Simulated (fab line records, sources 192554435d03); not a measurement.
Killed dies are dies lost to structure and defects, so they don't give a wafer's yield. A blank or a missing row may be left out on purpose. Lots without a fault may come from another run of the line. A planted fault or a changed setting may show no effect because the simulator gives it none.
Which tool did it? | flow n5_finfet | 9 lots, 26 wafers sampled, at 3 steps of a route of 1938

WHAT THE GAUGES READ, wafer by wafer
N5_SD_ACTIVATION_RS_MEAS_03: measures by four-point-probe.
lot  | measured    | on            | RS_SD_N (ohm/sq)
L564 | day 3 10:21 | film_metro-02 | 21.97 21.68 21.80
L567 | day 4 04:41 | film_metro-01 | 21.78 21.45 21.91
L569 | day 4 18:05 | film_metro-01 | 22.14 22.04 21.98
L570 | day 5 02:56 | film_metro-01 | 21.86 21.90
L574 | day 6 00:49 | film_metro-01 | 24.77 24.64 24.65
L577 | day 6 17:23 | film_metro-01 | 24.59 25.05 24.52
L580 | day 7 08:56 | film_metro-02 | 22.06 22.01 21.89
L582 | day 7 20:07 | film_metro-01 | 22.03 22.08 22.06
L584 | day 8 13:38 | film_metro-02 | 22.03 22.01 21.99

WHICH TOOL RAN EACH LOT (tool, then ch and the chambers of the sampled wafers, then the start)
lot  | N5_SD_EPI_P_ETCH_16               | N5_SD_ACTIVATION_LSA_01
L564 | rie_diel-01 ch 0,1,2, day 3 06:40 | laser_anneal-01 ch 0, day 3 10:10
L567 | rie_diel-06 ch 0,1,3, day 4 01:07 | laser_anneal-02 ch 0, day 4 04:29
L569 | rie_diel-05 ch 1,2,3, day 4 14:16 | laser_anneal-02 ch 0, day 4 17:53
L570 | rie_diel-05 ch 0,3, day 4 21:23   | laser_anneal-01 ch 0, day 5 02:47
L574 | rie_diel-05 ch 1,3, day 5 21:14   | laser_anneal-01 ch 0, day 6 00:38
L577 | rie_diel-05 ch 1,2, day 6 13:50   | laser_anneal-01 ch 0, day 6 17:11
L580 | rie_diel-05 ch 0,1,3, day 7 05:23 | laser_anneal-02 ch 0, day 7 08:44
L582 | rie_diel-05 ch 0,1, day 7 16:31   | laser_anneal-02 ch 0, day 7 19:56
L584 | rie_diel-05 ch 0,2, day 8 09:14   | laser_anneal-02 ch 0, day 8 13:28
- N5_SD_EPI_P_ETCH_16: etches SiO2 in CHF3/O2, target depth 5 nm.
- N5_SD_ACTIVATION_LSA_01: time 0.0008 s.

THE ANSWER, worked out from the rows above alone
Rule: what is usual is taken from the lots themselves. Put in order of their means at a reading, lots are off if they are a third of the lots or fewer, leave a main group of 4 or more, and stand apart from it by a gap of 3 or more times the standard deviation of the main group's means; of several such gaps the widest counts. A main group whose means are all the same, to the digits that the tables above print for the reading, isn't used. A lot without any number at a reading at which 4 lots or more have one is off too. The other lots that the step has rows for count as sound.
Off: L574, L577, at N5_SD_ACTIVATION_RS_MEAS_03 (RS_SD_N). The main group: mean 21.93 ohm/sq, standard deviation 0.12.
A tool fits if, at a process step before that reading, it ran every lot that is off, and no sound lot after the first of them. The gauges at N5_SD_ACTIVATION_RS_MEAS_03 are tried like those tools. One fits: laser_anneal-01 at N5_SD_ACTIVATION_LSA_01. Its last sound lot is L570 (day 5 02:47), its first lot that is off L574 (day 6 00:38): a fault that began between those two fits.

WHAT THE SIMULATOR HAD PUT IN
Process parameter drift: laser_anneal-01, from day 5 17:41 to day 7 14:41, at N5_SD_ACTIVATION_LSA_01. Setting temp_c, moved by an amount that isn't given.
Lots struck among those shown: L574, L577. The rule above found the same.
